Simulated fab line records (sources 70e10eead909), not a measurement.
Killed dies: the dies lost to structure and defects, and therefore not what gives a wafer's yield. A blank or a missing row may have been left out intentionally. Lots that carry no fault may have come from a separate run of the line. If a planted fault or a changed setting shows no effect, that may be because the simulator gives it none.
Which of the tools did it? / flow nand harc / 42 wafers from 14 lots sampled at 3 of the route's 1302 steps

WHAT THE GAUGES READ, wafer by wafer
NHARC_P_ZERO_WELL_CD_MEAS_24: target cd 720 nm. Usual: cd nm 719.5 nm, standard deviation 2.5.
lot=L852; measured=day 1 22:29; on=cd sem-01; cd nm (nm)=721.6 718.4 722.1; flag=
lot=L853; measured=day 2 08:29; on=cd sem-03; cd nm (nm)=720.2 720.6 721.4; flag=
lot=L854; measured=day 2 18:28; on=cd sem-02; cd nm (nm)=717.0 716.9 716.7; flag=
lot=L855; measured=day 3 04:35; on=cd sem-02; cd nm (nm)=720.3 716.2 718.3; flag=
lot=L857; measured=day 4 00:21; on=cd sem-03; cd nm (nm)=720.8 720.9 722.2; flag=
lot=L858; measured=day 4 10:38; on=cd sem-01; cd nm (nm)=719.8 721.1 723.4; flag=
lot=L859; measured=day 4 20:32; on=cd sem-01; cd nm (nm)=718.9 721.6 724.1; flag=
lot=L868; measured=day 8 14:40; on=cd sem-01; cd nm (nm)=724.9 720.3 722.3; flag=
lot=L869; measured=day 9 00:34; on=cd sem-02; cd nm (nm)=720.2 722.2 719.8; flag=
lot=L870; measured=day 9 10:36; on=cd sem-02; cd nm (nm)=719.3 716.0 722.7; flag=
lot=L871; measured=day 9 20:35; on=cd sem-03; cd nm (nm)=716.3 719.4 716.1; flag=
lot=L872; measured=day 10 06:23; on=cd sem-01; cd nm (nm)=714.9 717.5 716.4; flag=
lot=L873; measured=day 10 16:28; on=cd sem-03; cd nm (nm)=716.7 721.9 720.2; flag=
lot=L875; measured=day 11 12:31; on=cd sem-01; cd nm (nm)=720.2 723.2 719.5; flag=

NHARC_P_STI_OVL_MEAS_10. Usual: overlay x nm 3 nm, standard deviation 4.9; overlay y nm 0 nm, standard deviation 6.1.
lot=L852; measured=day 2 18:58; on=overlay-02; overlay x nm (nm)=7 7 7; overlay y nm (nm)=1 1 1; flag=
lot=L853; measured=day 3 05:46; on=overlay-02; overlay x nm (nm)=0 1 1; overlay y nm (nm)=1 1 1; flag=
lot=L854; measured=day 3 14:41; on=overlay-01; overlay x nm (nm)=14 14 14; overlay y nm (nm)=-5 -5 -4; flag=
lot=L855; measured=day 4 00:13; on=overlay-01; overlay x nm (nm)=1 1 1; overlay y nm (nm)=8 9 8; flag=
lot=L857; measured=day 4 20:13; on=overlay-02; overlay x nm (nm)=11 11 11; overlay y nm (nm)=-3 -3 -3; flag=
lot=L858; measured=day 5 09:05; on=overlay-01; overlay x nm (nm)=6 6 6; overlay y nm (nm)=-5 -6 -5; flag=
lot=L859; measured=day 5 16:51; on=overlay-01; overlay x nm (nm)=1 1 1; overlay y nm (nm)=1 1 1; flag=
lot=L868; measured=day 9 12:41; on=overlay-01; overlay x nm (nm)=2 2 2; overlay y nm (nm)=16 16 16; flag=
lot=L869; measured=day 9 20:38; on=overlay-01; overlay x nm (nm)=7 7 7; overlay y nm (nm)=-1 0 0; flag=
lot=L870; measured=day 10 13:02; on=overlay-01; overlay x nm (nm)=8 8 8; overlay y nm (nm)=1 2 2; flag=
lot=L871; measured=day 10 23:37; on=overlay-02; overlay x nm (nm)=6 6 6; overlay y nm (nm)=3 3 3; flag=
lot=L872; measured=day 11 05:29; on=overlay-01; overlay x nm (nm)=-1 0 0; overlay y nm (nm)=-3 -3 -2; flag=
lot=L873; measured=day 11 12:03; on=overlay-02; overlay x nm (nm)=-3 -3 -4; overlay y nm (nm)=-9 -9 -9; flag=
lot=L875; measured=day 12 10:55; on=overlay-01; overlay x nm (nm)=5 6 5; overlay y nm (nm)=0 -1 0; flag=

EACH LOT AND THE TOOL THAT RAN IT (in order: tool; ch and the chambers of the sampled wafers; start)
lot=L852; NHARC_P_ZERO_WELL_DESCUM_26=rie diel-04 ch 0,2,3, day 1 22:40
lot=L853; NHARC_P_ZERO_WELL_DESCUM_26=rie diel-04 ch 0,1,3, day 2 08:40
lot=L854; NHARC_P_ZERO_WELL_DESCUM_26=rie diel-12 ch 0,2,3, day 2 18:37
lot=L855; NHARC_P_ZERO_WELL_DESCUM_26=rie diel-12 ch 1,2,3, day 3 04:45
lot=L857; NHARC_P_ZERO_WELL_DESCUM_26=rie diel-04 ch 0,3, day 4 00:31
lot=L858; NHARC_P_ZERO_WELL_DESCUM_26=rie diel-12 ch 2,3, day 4 10:47
lot=L859; NHARC_P_ZERO_WELL_DESCUM_26=rie diel-13 ch 1,3, day 4 20:42
lot=L868; NHARC_P_ZERO_WELL_DESCUM_26=rie diel-13 ch 0,1,3, day 8 14:50
lot=L869; NHARC_P_ZERO_WELL_DESCUM_26=rie diel-04 ch 0,2,3, day 9 00:46
lot=L870; NHARC_P_ZERO_WELL_DESCUM_26=rie diel-13 ch 0,2,3, day 9 10:46
lot=L871; NHARC_P_ZERO_WELL_DESCUM_26=rie diel-12 ch 0,3, day 9 20:45
lot=L872; NHARC_P_ZERO_WELL_DESCUM_26=rie diel-04 ch 0,1, day 10 06:40
lot=L873; NHARC_P_ZERO_WELL_DESCUM_26=rie diel-12 ch 1,2,3, day 10 16:38
lot=L875; NHARC_P_ZERO_WELL_DESCUM_26=rie diel-12 ch 0,2, day 11 12:41
- NHARC_P_ZERO_WELL_DESCUM_26: chemistry O2, time 3 s.

AS READ BY THE TOOLS THEMSELVES (means over the sampled wafers that have a number; for cases with no such wafer, the mark the record gives instead)
NHARC_P_ZERO_WELL_DESCUM_26. Usual: drypump motor current A 5.7 A, standard deviation 0.47; oes product au 0.999 a.u., standard deviation 0.013; rf vpp V 57.7 V, standard deviation 0.89; showerhead plenum p Torr 1.89 Torr, standard deviation 0.072; throttle valve pct 11.309 %, standard deviation 0.0093.
lot=L852; tool=rie diel-04; drypump motor current A (A)=5.5; oes product au (a.u.)=1.006; rf vpp V (V)=58.0; showerhead plenum p Torr (Torr)=1.93; throttle valve pct (%)=11.304; flag=
lot=L853; tool=rie diel-04; drypump motor current A (A)=5.6; oes product au (a.u.)=1.002; rf vpp V (V)=57.8; showerhead plenum p Torr (Torr)=1.91; throttle valve pct (%)=11.309; flag=
lot=L854; tool=rie diel-12; drypump motor current A (A)=5.8; oes product au (a.u.)=0.999; rf vpp V (V)=57.5; showerhead plenum p Torr (Torr)=1.94; throttle valve pct (%)=11.312; flag=
lot=L855; tool=rie diel-12; drypump motor current A (A)=5.5; oes product au (a.u.)=0.999; rf vpp V (V)=57.8; showerhead plenum p Torr (Torr)=1.91; throttle valve pct (%)=11.307; flag=
lot=L857; tool=rie diel-04; drypump motor current A (A)=5.8; oes product au (a.u.)=0.996; rf vpp V (V)=58.3; showerhead plenum p Torr (Torr)=1.93; throttle valve pct (%)=11.311; flag=
lot=L858; tool=rie diel-12; drypump motor current A (A)=5.8; oes product au (a.u.)=1.002; rf vpp V (V)=58.9; showerhead plenum p Torr (Torr)=1.97; throttle valve pct (%)=11.301; flag=
lot=L859; tool=rie diel-13; drypump motor current A (A)=6.0; oes product au (a.u.)=0.999; rf vpp V (V)=58.0; showerhead plenum p Torr (Torr)=1.89; throttle valve pct (%)=11.307; flag=
lot=L868; tool=rie diel-13; drypump motor current A (A)=5.6; oes product au (a.u.)=0.999; rf vpp V (V)=58.2; showerhead plenum p Torr (Torr)=1.92; throttle valve pct (%)=11.300; flag=
lot=L869; tool=rie diel-04; drypump motor current A (A)=5.5; oes product au (a.u.)=1.014; rf vpp V (V)=57.5; showerhead plenum p Torr (Torr)=1.91; throttle valve pct (%)=11.324; flag=
lot=L870; tool=rie diel-13; drypump motor current A (A)=5.4; oes product au (a.u.)=1.004; rf vpp V (V)=57.7; showerhead plenum p Torr (Torr)=1.90; throttle valve pct (%)=11.303; flag=
lot=L871; tool=rie diel-12; drypump motor current A (A)=6.1; oes product au (a.u.)=0.994; rf vpp V (V)=58.1; showerhead plenum p Torr (Torr)=1.93; throttle valve pct (%)=11.312; flag=
lot=L872; tool=rie diel-04; drypump motor current A (A)=5.7; oes product au (a.u.)=0.997; rf vpp V (V)=57.0; showerhead plenum p Torr (Torr)=1.91; throttle valve pct (%)=11.313; flag=
lot=L873; tool=rie diel-12; drypump motor current A (A)=5.5; oes product au (a.u.)=1.000; rf vpp V (V)=56.6; showerhead plenum p Torr (Torr)=1.90; throttle valve pct (%)=11.314; flag=
lot=L875; tool=rie diel-12; drypump motor current A (A)=5.5; oes product au (a.u.)=1.001; rf vpp V (V)=57.7; showerhead plenum p Torr (Torr)=1.92; throttle valve pct (%)=11.311; flag=

THE ANSWER, worked out from the rows above alone
Rule: lot off if the mean of its wafers having a number is beyond 3 standard deviations from the usual mean. Also off: a lot with no number at a reading for which 4 or more lots have one. All remaining lots with rows at the step are treated as sound. Order of review: gauges by route order, followed by the tools' own readings, for which a lot's mean as printed above is used. At the first step where some lot is off, the reading lying furthest off is the one used; lots without a number count as furthest.
No lot is off at any reading shown: from this, nothing can be told.

WHAT THE SIMULATOR HAD INSERTED
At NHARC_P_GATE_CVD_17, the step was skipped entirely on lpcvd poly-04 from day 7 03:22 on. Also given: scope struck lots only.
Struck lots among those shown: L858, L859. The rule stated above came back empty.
